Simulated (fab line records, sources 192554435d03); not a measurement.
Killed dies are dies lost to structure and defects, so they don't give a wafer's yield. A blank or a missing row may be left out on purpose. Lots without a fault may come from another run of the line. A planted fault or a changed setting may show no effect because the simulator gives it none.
fab line records | flow n5_finfet
record lots=4 wafers=12 last_day=18
route steps=1938 shown BEOL_M4@1099 BEOL_M5@1112 PASSIVATION@1929
lots that met no fault: from a run of the same line without faults
start_h: hours from the record's first day to the start of the lot's first wafer shown | wait_h: hours since the lot's step before | " the same as in the row above | L1.1+2: a row that stands for several wafers | - no value, or no start given | * or withheld: withheld | < > ~ a bound
route shown NAME@n: a module of which the file shows steps, and the number in the route of the first | usual: mean/standard deviation of fault-free wafers | same: alike in all rows | chamber/n: place in a boat | sites: the reading at each site | _std_site: their standard deviation | _edge_site: outer sites' mean less inner sites' | radius_mm: how far each site lies from the wafer's centre | mask NAME#n: copy n | behind: the tool/chamber that last shaped the wafer | hold: why the lot was held/for how many hours/how that ended | device: the transistor (n, p or np) that didn't switch | end of line: the same wafers' tests at the end of the route | a step without rows: its recipe alone | killed: dies lost to structure and defects at the first sort, not the wafer's yield | map: a wafer's dies, x killed, . not, _ none there
set.NAME: the setting as run; set.NAME@STEP: as run at that earlier step | model.NAME: the simulator's own value behind a step, which no gauge read
lots at some steps of the route; a table a step, a row a wafer
services: from which hour (start_h, from the record's first day; less than 0 if before it) a tool's chamber was out of use, for how many hours, and why
## steps
# step N5_BEOL_M4_ANNEAL_95
# recipe temp_c=400 time_s=240 ambient=vacuum
# step N5_BEOL_M4_SPUTTER_96
# recipe material=Cu target_thk_a=45 temp_c=-20 chamber_pressure_pa=0.07 power_w=withheld time_s=8.29
# step N5_BEOL_M4_ECD_50
# recipe material=Cu target_thk_a=3000
# step N5_BEOL_M4_ANNEAL_51
# recipe temp_c=225 time_s=90 ambient=N2
# step N5_BEOL_M4_CMP_52
# recipe stop_on=SiOC t_overpolish_s=6.8 down_force_psi=1 platen_rpm=50 clearing_platen_down_force_psi=1.5 clearing_platen_rpm=50 post_cmp_clean=cu_alkaline target_thk_nm=40 clearing_platen_pad_velocity_m_s=0.99484 pad_velocity_m_s=0.99484
# step N5_BEOL_M4_PRE_CLEAN_60
# recipe gas=NH3/H2 time_s=15 temp_c=* rf_power_w=300
# step N5_BEOL_M4_CO_CAP_55
# recipe material=Co target_thk_a=20 temp_c=200 precursor=CCTBA/H2 pressure_torr=30 time_s=102.1
# step N5_BEOL_M4_PRE_CLEAN_56
# recipe gas=NH3 time_s=15 temp_c=withheld rf_power_w=300
# step N5_BEOL_M4_DEP_57
# recipe material=SiCN target_thk_a=80 temp_c=withheld precursor=3MS/NH3 pressure_torr=3 rf_w=202 time_s=14
# step N5_BEOL_M4_RC_MEAS_101
# usual DIBL_N=36.5/1.9 DIBL_P=36.4/2.2 IOFF_N=0.17/0.034 IOFF_P=0.21/0.036 ION_N=678/12 ION_P=462/7.1 SS_N=71.7/0.61 SS_P=73.4/0.71 VT_N=249/3.5 VT_P=-251/3
# columns lot.wafer tool chamber start_h wait_h DIBL_N[mV/V] DIBL_P[mV/V] IOFF_N[nA/um] IOFF_P[nA/um] ION_N[uA/um] ION_P[uA/um] SS_N[mV/dec] SS_P[mV/dec] VT_N[mV] VT_P[mV]
L406.2 prober-02 0 254.60 0.2 34.6 35.4 0.13 0.18 665 462 71.8 73.7 253 -250
L406.3 " 0 " " 36.2 37.8 0.16 0.24 678 467 71.8 73.6 247 -246
L406.4 " 0 " " 33.7 34.8 0.12 0.19 665 465 71.1 72.0 254 -248
L409.2 prober-01 0 289.64 0.2 39.4 39.8 0.20 0.22 678 455 72.7 74.0 248 -254
L409.3 " 0 " " 39.5 40.4 0.22 0.25 705 469 71.9 74.3 245 -252
L409.4 " 0 " " 37.7 37.5 0.16 0.19 670 451 72.4 74.2 251 -253
L415.1 prober-01 0 297.96 0.0 38.3 40.4 0.22 0.26 690 464 72.9 74.2 246 -249
L415.4 " 0 " " 39.2 41.2 0.25 0.26 698 466 73.2 74.2 243 -249
L415.6 " 0 " " 37.7 39.8 0.20 0.23 685 468 73.0 73.7 248 -250
L417.2 prober-01 0 308.18 0.3 35.7 37.7 0.17 0.20 696 474 71.8 73.0 247 -252
L417.4 " 0 " " 36.2 37.8 0.18 0.19 694 459 72.1 73.6 249 -253
L417.6 " 0 " " 36.0 37.4 0.17 0.19 691 455 72.1 73.1 249 -253
# step N5_BEOL_M5_ILD_DEP_00
# recipe material=SiCOH_lowk target_thk_a=1406.4 temp_c=300 precursor=DEMS/porogen pressure_torr=5 rf_w=500 time_s=25.9
# step N5_BEOL_M5_CURE_79
# recipe temp_c=385 time_s=240 ambient=He/Ar material=SiCOH_lowk
# step N5_BEOL_M5_PECVD_70
# recipe material=SiO2 target_thk_a=160 temp_c=400 precursor=TEOS/O2 pressure_torr=5.5 rf_w=450 teos_flow_sccm=53.8 gas=O2 flow_sccm=3000 time_s=18
# step N5_BEOL_M5_HM_DEP_02
# recipe material=TiN target_thk_a=200 temp_c=25 chamber_pressure_pa=0.49996
# step N5_BEOL_M5_COAT_59
# recipe resist=SOC temp_c=250 time_s=60 spin_rpm=1500 resist_thk_nm=60
# step N5_BEOL_M5_COAT_60
# recipe resist=SiARC temp_c=220 time_s=60 spin_rpm=1500 resist_thk_nm=12
# step N5_BEOL_M5_COAT_71
# recipe resist=underlayer temp_c=205 time_s=60 spin_rpm=1500 resist_thk_nm=5
# step N5_BEOL_M5_COAT_05
# recipe resist=CAR-EUV spin_rpm=1500 resist_thk_nm=30
# step N5_BEOL_M5_EBR_07
# recipe solvent=PGMEA ebr_width_mm=1.5
# step N5_BEOL_M5_SOFTBAKE_06
# recipe temp_c=110 time_s=60 resist=CAR-EUV
# step N5_BEOL_M5_EXPOSE_08
# recipe mask_id=M5 na=0.33 source_shape=annular sigma_inner=0.4 sigma_outer=0.8 polarization=unpolarized target_cd_nm=28 dose_mj=35.75
# step N5_BEOL_M5_PEB_09
# recipe peb_temp_c=100 peb_time_s=60 resist=CAR-EUV
# step N5_BEOL_M5_DEVELOP_10
# recipe develop_time_s=30 developer=TMAH resist=CAR-EUV rinse_liquid=surfactant_rinse dry=air_spin dev_temp_c=23
# step N5_BEOL_M5_DESCUM_16
# recipe chemistry=O2 time_s=7 source_power_w=50 bias_power_w=20 pressure_mtorr=20 rf_frequency_hz=2.712e+07 temp_c=40 resist=CAR-EUV o2_flow_sccm=225
# step N5_BEOL_M5_ETCH_72
# recipe chemistry=N2/H2 target=underlayer target_depth_a=65 mask_material=CAR-EUV time_s=5.2 ion_energy_ev=200 pressure_mtorr=30 source_w=840 bias_w=150 n2_flow_sccm=200 h2_flow_sccm=200 ends=cleared
# step N5_BEOL_M5_ETCH_61
# recipe chemistry=CF4 target=SiARC target_depth_a=156 mask_material=CAR-EUV time_s=26 ion_energy_ev=80 pressure_mtorr=40 source_w=545 bias_w=36 Ar_flow_sccm=100 cf4_flow_sccm=100 ends=cleared
# step N5_BEOL_M5_ETCH_62
# recipe chemistry=N2/H2 target=SOC target_depth_a=750 overetch_a=150 mask_material=SiARC temp_c=40 time_s=112.5 ion_energy_ev=200 pressure_mtorr=30 source_w=840 bias_w=150 n2_flow_sccm=200 h2_flow_sccm=200
# step N5_BEOL_M5_STRIP_63
# recipe chemistry=N2/H2 temp_c=40 n2_flow_sccm=200 h2_flow_sccm=200 rf_frequency_hz=6e+07
# step N5_BEOL_M5_STRIP_73
# recipe chemistry=N2/H2 temp_c=40 n2_flow_sccm=200 h2_flow_sccm=200 rf_frequency_hz=6e+07
# step N5_BEOL_M5_STRIP_64
# recipe chemistry=CF4 resist=SiARC power_w=300 bias_power_w=75 pressure_mtorr=50 cf4_flow_sccm=150 rf_frequency_hz=6e+07
# step N5_BEOL_M5_HM_OPEN_17
# recipe chemistry=Cl2/BCl3 target_depth_a=200 overetch_a=60 target=TiN mask_material=SOC ion_energy_ev=150 pressure_mtorr=10 icp_w=1000 bias_w=126 Cl2_flow_sccm=53.25 bcl3_flow_sccm=21.75 Ar_flow_sccm=25
# step N5_BEOL_M5_STRIP_19
# recipe chemistry=O2 power_w=400 temp_c=40 pressure_mtorr=30 rf_frequency_hz=6e+07 bias_power_w=0 overash_fraction=0.2 o2_flow_sccm=225
# step N5_BEOL_M5_COAT_65
# recipe resist=SOC temp_c=250 time_s=60 spin_rpm=1500 resist_thk_nm=60
# step N5_BEOL_M5_COAT_66
# recipe resist=SiARC temp_c=220 time_s=60 spin_rpm=1500 resist_thk_nm=12
# step N5_PASSIVATION_PASS_ETCH_47
# recipe chemistry=CF4/O2 target=SiNx target_depth_a=7700 time_s=385 ion_energy_ev=100 pressure_mtorr=40 source_w=535 bias_w=49 Ar_flow_sccm=100 cf4_flow_sccm=100 O2_flow_sccm=10
# usual drypump_motor_current_A=5.5/0.39 oes_f_703_au=0.79/0.056 oes_product_au=0.79/0.047 rf_fwd_power_W=534.1/1.8 rf_vpp_V=240/3.8 showerhead_plenum_p_Torr=2.21/0.08 throttle_valve_pct=15.86/0.17
# columns lot.wafer tool chamber start_h wait_h drypump_motor_current_A oes_f_703_au oes_product_au rf_fwd_power_W rf_hours_counter_h rf_vpp_V showerhead_plenum_p_Torr throttle_valve_pct model.etch.depth_nm
L406.2 rie_diel-01 3 363.42 0.0 4.9 0.82 0.82 534.7 97 237 2.22 15.77 780.6
L406.3 " 1 " " 5.3 0.82 0.82 534.8 65 240 2.24 15.77 777.8
L406.4 " 0 " " 5.4 0.78 0.80 532.3 80 244 2.15 15.85 772.6
L409.2 rie_diel-01 0 406.01 0.0 5.5 0.54 0.75 405.2 97 282 2.15 15.90 601.9
L409.3 " 1 " " 5.2 0.56 0.76 404.7 83 278 2.23 15.79 613.2
L409.4 " 2 " " 6.0 0.63 0.82 403.9 64 273 2.33 15.83 615.9
L415.1 rie_diel-01 2 406.60 0.0 6.0 0.62 0.81 411.0 64 273 2.33 15.82 619.8
L415.4 " 0 " " 5.5 0.55 0.75 406.7 98 282 2.15 15.89 611.8
L415.6 " 0 " " 5.5 0.55 0.74 405.8 - 283 2.14 15.88 603.6
L417.2 rie_diel-04 1 432.96 0.0 6.5 0.78 0.77 536.3 132 242 2.14 16.26 778.8
L417.4 " 3 " " 5.8 0.82 0.80 535.9 93 235 2.31 15.95 771.3
L417.6 " 2 " " 5.4 0.72 0.75 533.7 - 239 2.20 15.70 720.7
# step N5_PASSIVATION_ETCH_54
# recipe chemistry=CHF3/O2 target=SiO2 target_depth_a=8800 CHF3_flow_sccm=50 O2_flow_sccm=5 Ar_flow_sccm=200 time_s=440 mask_material=PR pressure_mtorr=30 source_w=650 bias_w=170 ion_energy_ev=200
# usual drypump_motor_current_A=5.5/0.39 oes_f_703_au=0.79/0.055 oes_product_au=0.79/0.046 rf_fwd_power_W=649.2/1.9 rf_vpp_V=522/7.8 showerhead_plenum_p_Torr=2.42/0.087 throttle_valve_pct=18.80/0.17
# columns lot.wafer tool chamber start_h wait_h drypump_motor_current_A oes_f_703_au oes_product_au rf_fwd_power_W rf_hours_counter_h rf_vpp_V showerhead_plenum_p_Torr throttle_valve_pct
L406.2 rie_diel-01 3 363.65 0.1 5.0 0.82 0.81 648.5 97 521 2.43 18.70
L406.3 " 1 " " 5.2 0.82 0.81 652.3 65 523 2.44 18.65
L406.4 " 0 " " 5.5 0.78 0.80 649.4 80 529 2.35 18.83
L409.2 rie_diel-01 0 406.23 0.1 5.5 0.76 0.61 649.1 97 528 2.35 18.83
L409.3 " 1 " " 5.3 0.79 0.63 648.1 83 520 2.44 18.67
L409.4 " 2 " " 6.0 0.86 0.67 649.7 64 514 2.54 18.79
L415.1 rie_diel-01 2 406.83 0.1 6.0 0.86 0.67 650.9 64 512 2.54 18.79
L415.4 " 0 " " 5.5 0.76 0.61 651.9 98 529 2.35 18.86
L415.6 " 0 " " 5.5 0.76 0.62 647.6 - 530 2.35 18.85
L417.2 rie_diel-04 1 433.19 0.1 6.5 0.77 0.78 649.1 132 529 2.33 19.21
L417.4 " 3 " " 5.9 0.82 0.80 647.1 93 512 2.52 18.90
L417.6 " 2 " " 5.5 0.71 0.75 650.9 - 521 2.41 18.65
# step N5_PASSIVATION_PROBE_49
# usual defect_limited_yield=91.0/1.5 killed_at_M0_to_M3=35/11 killed_at_M4_up=13/5 killed_at_contacts=12/5.9 killed_at_front_end=42/13 killed_at_other=3/3.2 killed_dies=106/18 killed_on_rim=14/4.2 killed_open=69/13 killed_short=35/8.9 sort_bin_5_function=5.2/0.95 sort_bin_6_memory=3.3/0.71 sort_n_pass=1074/18 sort_yield_pct=91.0/1.5
# same gross_dies=1180 killed_at_back_side=0 sort_bin_4_leakage[%]=0 sort_bin_8_speed[%]=0
# columns lot.wafer tool chamber start_h wait_h defect_limited_yield[%] killed_at_M0_to_M3 killed_at_M4_up killed_at_contacts killed_at_front_end killed_at_other killed_dies killed_on_rim killed_open killed_short sort_bin_5_function[%] sort_bin_6_memory[%] sort_n_pass sort_yield_pct[%]
L409.2 prober-01 - 409.06 0.1 0 30 9 7 44 1090 1180 152 59 30 96.7 3.0 0 0
L409.3 prober-01 - 409.11 0.1 1.7 24 10 15 59 1052 1160 151 79 28 94.5 3.6 20 1.7
L409.4 prober-01 - 409.16 0.2 0.8 32 18 13 46 1062 1171 147 73 33 95.3 3.6 9 0.8
L415.1 prober-02 - 409.61 0.0 1.3 53 14 10 38 1050 1165 146 61 50 94.7 3.5 15 1.3
L415.4 prober-02 - 409.76 0.2 0.3 42 11 15 41 1067 1176 150 62 43 95.8 3.6 4 0.3
L415.6 prober-02 - 409.86 0.3 0.1 49 6 13 47 1064 1179 151 55 57 95.6 3.9 1 0.1
# killed by level:class
L409.2 PASSIVATION:area_etch=1089 STI_FIN_REVEAL:geometric_particle:open=7 FIN_SAQP:geometric_particle:open=6 FIN_SAQP:geometric_particle:short=6 BEOL_M3:geometric_particle:open=6 MOL_CONTACT_COAG:geometric_particle:open=6 BEOL_M0_SAQP:geometric_particle:open=5 BEOL_M0:geometric_particle:open=5
L409.3 PASSIVATION:area_etch=1052 FIN_SAQP:geometric_particle:open=18 MOL_CONTACT_COAG:geometric_particle:open=13 FIN_SAQP:geometric_particle:short=9 STI_FIN_REVEAL:geometric_particle:open=7 BEOL_M2:geometric_particle:open=6 DUMMY_GATE:geometric_particle:open=5 BEOL_M0_SAQP:geometric_particle:open=5
L409.4 PASSIVATION:area_etch=1060 FIN_SAQP:geometric_particle:open=23 MOL_CONTACT_COAG:geometric_particle:open=10 FIN_SAQP:geometric_particle:short=8 BEOL_M4:geometric_particle:open=8 BEOL_M2:geometric_particle:open=7 BEOL_M0:geometric_particle:open=5 BEOL_M2:geometric_particle:short=5
L415.1 PASSIVATION:area_etch=1050 BEOL_M0_SAQP:geometric_particle:short=16 BEOL_M0_SAQP:geometric_particle:open=14 FIN_SAQP:geometric_particle:short=11 BEOL_M1:geometric_particle:open=11 MOL_CONTACT_COAG:geometric_particle:open=7 STI_FIN_REVEAL:geometric_particle:open=6 BEOL_M1:geometric_particle:short=5
L415.4 PASSIVATION:area_etch=1066 MOL_CONTACT_COAG:geometric_particle:open=13 BEOL_M0_SAQP:geometric_particle:open=13 BEOL_M0_SAQP:geometric_particle:short=12 STI_FIN_REVEAL:geometric_particle:open=8 FIN_SAQP:geometric_particle:short=7 FIN_SAQP:geometric_particle:open=6 BEOL_M4:geometric_particle:open=6
L415.6 PASSIVATION:area_etch=1064 BEOL_M0_SAQP:geometric_particle:short=14 FIN_SAQP:geometric_particle:short=13 GATE_CUT:geometric_particle:short=11 BEOL_M0_SAQP:geometric_particle:open=11 MOL_CONTACT_COAG:geometric_particle:open=7 BEOL_M1:geometric_particle:open=7 BEOL_M1:geometric_particle:short=6
# map L409.2 (x killed, . not)
_________________xxxxxxxxxxxx________________
______________xxxxxxxxxxxxxxxxxx_____________
___________xxxxxxxxxxxxxxxxxxxxxxxx__________
__________xxxxxxxxxxxxxxxxxxxxxxxxxx_________
________xxxxxxxxxxxxxxxxxxxxxxxxxxxxxx_______
_______xxxxxxxxxxxxxxxxxxxxxxxxxxxxxxxx______
______xxxxxxxxxxxxxxxxxxxxxxxxxxxxxxxxxx_____
_____xxxxxxxxxxxxxxxxxxxxxxxxxxxxxxxxxxxx____
____xxxxxxxxxxxxxxxxxxxxxxxxxxxxxxxxxxxxxx___
___xxxxxxxxxxxxxxxxxxxxxxxxxxxxxxxxxxxxxxxx__
___xxxxxxxxxxxxxxxxxxxxxxxxxxxxxxxxxxxxxxxx__
__xxxxxxxxxxxxxxxxxxxxxxxxxxxxxxxxxxxxxxxxxx_
__xxxxxxxxxxxxxxxxxxxxxxxxxxxxxxxxxxxxxxxxxx_
_xxxxxxxxxxxxxxxxxxxxxxxxxxxxxxxxxxxxxxxxxxxx
_xxxxxxxxxxxxxxxxxxxxxxxxxxxxxxxxxxxxxxxxxxxx
_xxxxxxxxxxxxxxxxxxxxxxxxxxxxxxxxxxxxxxxxxxxx
_xxxxxxxxxxxxxxxxxxxxxxxxxxxxxxxxxxxxxxxxxxxx
_xxxxxxxxxxxxxxxxxxxxxxxxxxxxxxxxxxxxxxxxxxxx
_xxxxxxxxxxxxxxxxxxxxxxxxxxxxxxxxxxxxxxxxxxxx
_xxxxxxxxxxxxxxxxxxxxxxxxxxxxxxxxxxxxxxxxxxxx
_xxxxxxxxxxxxxxxxxxxxxxxxxxxxxxxxxxxxxxxxxxxx
__xxxxxxxxxxxxxxxxxxxxxxxxxxxxxxxxxxxxxxxxxx_
__xxxxxxxxxxxxxxxxxxxxxxxxxxxxxxxxxxxxxxxxxx_
___xxxxxxxxxxxxxxxxxxxxxxxxxxxxxxxxxxxxxxxx__
___xxxxxxxxxxxxxxxxxxxxxxxxxxxxxxxxxxxxxxxx__
____xxxxxxxxxxxxxxxxxxxxxxxxxxxxxxxxxxxxxx___
_____xxxxxxxxxxxxxxxxxxxxxxxxxxxxxxxxxxxx____
______xxxxxxxxxxxxxxxxxxxxxxxxxxxxxxxxxx_____
_______xxxxxxxxxxxxxxxxxxxxxxxxxxxxxxxx______
________xxxxxxxxxxxxxxxxxxxxxxxxxxxxxx_______
__________xxxxxxxxxxxxxxxxxxxxxxxxxx_________
___________xxxxxxxxxxxxxxxxxxxxxxxx__________
______________xxxxxxxxxxxxxxxxxx_____________
_________________xxxxxxxxxxxx________________
# map L415.6 (x killed, . not)
_________________xx.xxxxxxxxx________________
______________xxxxxxxxxxxxxxxxxx_____________
___________xxxxxxxxxxxxxxxxxxxxxxxx__________
__________xxxxxxxxxxxxxxxxxxxxxxxxxx_________
________xxxxxxxxxxxxxxxxxxxxxxxxxxxxxx_______
_______xxxxxxxxxxxxxxxxxxxxxxxxxxxxxxxx______
______xxxxxxxxxxxxxxxxxxxxxxxxxxxxxxxxxx_____
_____xxxxxxxxxxxxxxxxxxxxxxxxxxxxxxxxxxxx____
____xxxxxxxxxxxxxxxxxxxxxxxxxxxxxxxxxxxxxx___
___xxxxxxxxxxxxxxxxxxxxxxxxxxxxxxxxxxxxxxxx__
___xxxxxxxxxxxxxxxxxxxxxxxxxxxxxxxxxxxxxxxx__
__xxxxxxxxxxxxxxxxxxxxxxxxxxxxxxxxxxxxxxxxxx_
__xxxxxxxxxxxxxxxxxxxxxxxxxxxxxxxxxxxxxxxxxx_
_xxxxxxxxxxxxxxxxxxxxxxxxxxxxxxxxxxxxxxxxxxxx
_xxxxxxxxxxxxxxxxxxxxxxxxxxxxxxxxxxxxxxxxxxxx
_xxxxxxxxxxxxxxxxxxxxxxxxxxxxxxxxxxxxxxxxxxxx
_xxxxxxxxxxxxxxxxxxxxxxxxxxxxxxxxxxxxxxxxxxxx
_xxxxxxxxxxxxxxxxxxxxxxxxxxxxxxxxxxxxxxxxxxxx
_xxxxxxxxxxxxxxxxxxxxxxxxxxxxxxxxxxxxxxxxxxxx
_xxxxxxxxxxxxxxxxxxxxxxxxxxxxxxxxxxxxxxxxxxxx
_xxxxxxxxxxxxxxxxxxxxxxxxxxxxxxxxxxxxxxxxxxxx
__xxxxxxxxxxxxxxxxxxxxxxxxxxxxxxxxxxxxxxxxxx_
__xxxxxxxxxxxxxxxxxxxxxxxxxxxxxxxxxxxxxxxxxx_
___xxxxxxxxxxxxxxxxxxxxxxxxxxxxxxxxxxxxxxxx__
___xxxxxxxxxxxxxxxxxxxxxxxxxxxxxxxxxxxxxxxx__
____xxxxxxxxxxxxxxxxxxxxxxxxxxxxxxxxxxxxxx___
_____xxxxxxxxxxxxxxxxxxxxxxxxxxxxxxxxxxxx____
______xxxxxxxxxxxxxxxxxxxxxxxxxxxxxxxxxx_____
_______xxxxxxxxxxxxxxxxxxxxxxxxxxxxxxxx______
________xxxxxxxxxxxxxxxxxxxxxxxxxxxxxx_______
__________xxxxxxxxxxxxxxxxxxxxxxxxxx_________
___________xxxxxxxxxxxxxxxxxxxxxxxx__________
______________xxxxxxxxxxxxxxxxxx_____________
_________________xxxxxxxxxxxx________________
## services
# columns tool chamber start_h hours kind
rie_diel-01 - 366.85 0.9 repair
rie_diel-04 - 381.01 2.8 pm
## key
first_sign step=N5_PASSIVATION_PASS_ETCH_47 reading=rf_fwd_power_W direction=down sigmas=73 usual=* struck=*
effect step=N5_PASSIVATION_PASS_ETCH_47 reading=rf_vpp_V direction=up sigmas=10 usual=240 struck=278
effect step=N5_PASSIVATION_ETCH_54 reading=oes_product_au direction=down sigmas=3.4 usual=0.79 struck=0.63
effect step=N5_PASSIVATION_PROBE_49 reading=killed_at_other direction=up sigmas=99+ usual=3 struck=1064
model_effect step=N5_PASSIVATION_PASS_ETCH_47 value=etch.depth_nm without=775.8 struck=611.1
more_kills_born_at N5_PASSIVATION_PASS_ETCH_47@rie_diel-01=6381
met_at N5_PASSIVATION_PASS_ETCH_47
struck_wafers L409.2,L409.3,L409.4,L415.1,L415.4,L415.6
later_rows_left_out L409.2,L409.3,L409.4,L415.1,L415.4,L415.6
onset_between 363.42 406.01
fault kind=process_parameter_drift tool=rie_diel-01 chamber=- onset_h=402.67 steps=N5_PASSIVATION_PASS_ETCH_47 channel=source_w offset=-128.4 shape=step end_h=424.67 acts_in=these_recipes_only stated=535
# later_rows_left_out: the simulator's readings of these wafers behind a module that went badly wrong aren't trusted and aren't shown, but for the sort
